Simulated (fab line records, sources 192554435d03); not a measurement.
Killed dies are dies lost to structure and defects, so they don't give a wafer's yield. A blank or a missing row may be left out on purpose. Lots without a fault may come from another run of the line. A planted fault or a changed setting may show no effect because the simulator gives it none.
Which tool did it? | flow n5_finfet | 12 lots, 36 wafers sampled, at 3 steps of a route of 1938

WHAT THE GAUGES READ, wafer by wafer
N5_STI_FIN_REVEAL_INSPECT_13: inspects for defects (darkfield).
lot  | measured    | on                | raw_defect_count
L075 | day 2 17:53 | defect_inspect-01 | 12 10 13
L077 | day 3 06:18 | defect_inspect-01 | 3 7 5
L079 | day 3 18:53 | defect_inspect-02 | 8 6 10
L081 | day 4 07:06 | defect_inspect-02 | 13 4 15
L083 | day 4 20:31 | defect_inspect-02 | 10 12 20
L085 | day 5 10:38 | defect_inspect-01 | 13 9 21
L087 | day 5 19:56 | defect_inspect-02 | 7 5 2
L089 | day 6 07:20 | defect_inspect-01 | 11 10 21
L091 | day 6 20:13 | defect_inspect-01 | 12 18 9
L093 | day 7 06:17 | defect_inspect-02 | 6 7 5
L095 | day 7 19:53 | defect_inspect-02 | 24 16 18
L097 | day 8 07:25 | defect_inspect-01 | 9 17 7

WHICH TOOL RAN EACH LOT (tool, then ch and the chambers of the sampled wafers, then the start)
lot  | N5_FIN_CUT_CUT_ETCH_27            | N5_FIN_CUT_STRIP_22
L075 | rie_diel-05 ch 1,2, day 2 08:31   | rie_diel-06 ch 0,2,3, day 2 08:47
L077 | rie_diel-02 ch 0,2,3, day 2 20:49 | rie_diel-05 ch 1,2, day 2 21:12
L079 | rie_diel-06 ch 0,2,3, day 3 09:25 | rie_diel-06 ch 0,1,3, day 3 09:41
L081 | rie_diel-05 ch 1,2, day 3 21:45   | rie_diel-06 ch 2,3, day 3 22:01
L083 | rie_diel-06 ch 0,1, day 4 10:37   | rie_diel-06 ch 0,2,3, day 4 11:03
L085 | rie_diel-02 ch 0,2, day 4 23:32   | rie_diel-02 ch 0,1, day 5 00:01
L087 | rie_diel-06 ch 1,2, day 5 09:13   | rie_diel-02 ch 0,1,2, day 5 09:29
L089 | rie_diel-06 ch 0,2,3, day 5 21:53 | rie_diel-06 ch 1,2,3, day 5 22:09
L091 | rie_diel-02 ch 2,3, day 6 10:21   | rie_diel-02 ch 0,3, day 6 11:11
L093 | rie_diel-05 ch 0,2,3, day 6 20:21 | rie_diel-05 ch 0,1, day 6 20:37
L095 | rie_diel-02 ch 0,2,3, day 7 09:34 | rie_diel-02 ch 0,3, day 7 09:52
L097 | rie_diel-02 ch 1,2, day 7 22:12   | rie_diel-06 ch 1,2, day 7 22:28
- N5_FIN_CUT_CUT_ETCH_27: etches SiO2 in CHF3/O2, target depth 4 nm, overetch 2 nm, time 4.9 s.
- N5_FIN_CUT_STRIP_22: strips in N2/H2.

THE ANSWER, worked out from the rows above alone
Rule: what is usual is taken from the lots themselves. Put in order of their means at a reading, lots are off if they are a third of the lots or fewer, leave a main group of 4 or more, and stand apart from it by a gap of 3 or more times the standard deviation of the main group's means; of several such gaps the widest counts. A main group whose means are all the same, to the digits that the tables above print for the reading, isn't used. A lot without any number at a reading at which 4 lots or more have one is off too. The other lots that the step has rows for count as sound.
No lot is off at any reading shown: from this, nothing can be told.

WHAT THE SIMULATOR HAD PUT IN
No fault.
